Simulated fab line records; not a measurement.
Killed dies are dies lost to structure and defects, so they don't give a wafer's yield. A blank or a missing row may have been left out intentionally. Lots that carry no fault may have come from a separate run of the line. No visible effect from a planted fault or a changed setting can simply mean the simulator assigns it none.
The tool behind it: which one? -- flow n5_finfet -- Sampling: 6 lots, 15 wafers, 2 of 1938 route steps

## WHAT THE GAUGES SHOWED, per wafer
N5_MIM_BOT_LITHO_OVL_MEAS_11.
lot,measured,on,MIM_BOT_OVL (nm)
L581,day 12 12:59,overlay-01,10 0
L584,day 13 01:07,overlay-02,1 2 8
L587,day 14 03:30,overlay-02,10 2
L592,day 15 03:14,overlay-02,-3 -6
L599,day 16 23:03,overlay-02,3 -5 5
L602,day 18 04:30,overlay-01,-5 3 -2

## EACH LOT AND THE TOOL THAT RAN IT (in order: tool; ch and the chambers of the sampled wafers; start)
lot,N5_MIM_TOP_LITHO_DESCUM_10
L581,"rie_diel-03 ch 0,1, day 12 12:03"
L584,"rie_diel-01 ch 0,1,2, day 13 00:19"
L587,"rie_diel-01 ch 0,1, day 14 02:47"
L592,"rie_diel-02 ch 2,3, day 15 02:17"
L599,"rie_diel-02 ch 1,2,3, day 16 22:20"
L602,"rie_diel-01 ch 0,1,2, day 18 03:47"
- N5_MIM_TOP_LITHO_DESCUM_10: chemistry O2, time 7.9 s.

## THE ANSWER, worked out from the rows above alone
Rule: what is usual is taken from the lots themselves. The widest of any qualifying gaps counts: lots, ordered by their means at a reading, are off when they make up no more than a third of the lots, leave a main group of 4 or more, and stand apart from it by 3 or more times the standard deviation of that group's means. If all means in a main group match to the digits the tables above print for the reading, that group is not used. Also off: a lot with no number at a reading for which 4 or more lots have one. Where the step has rows for the other lots, those lots are counted as sound.
None of the lots is off at any reading shown; this tells nothing.

## WHAT WAS PUT IN BY THE SIMULATOR
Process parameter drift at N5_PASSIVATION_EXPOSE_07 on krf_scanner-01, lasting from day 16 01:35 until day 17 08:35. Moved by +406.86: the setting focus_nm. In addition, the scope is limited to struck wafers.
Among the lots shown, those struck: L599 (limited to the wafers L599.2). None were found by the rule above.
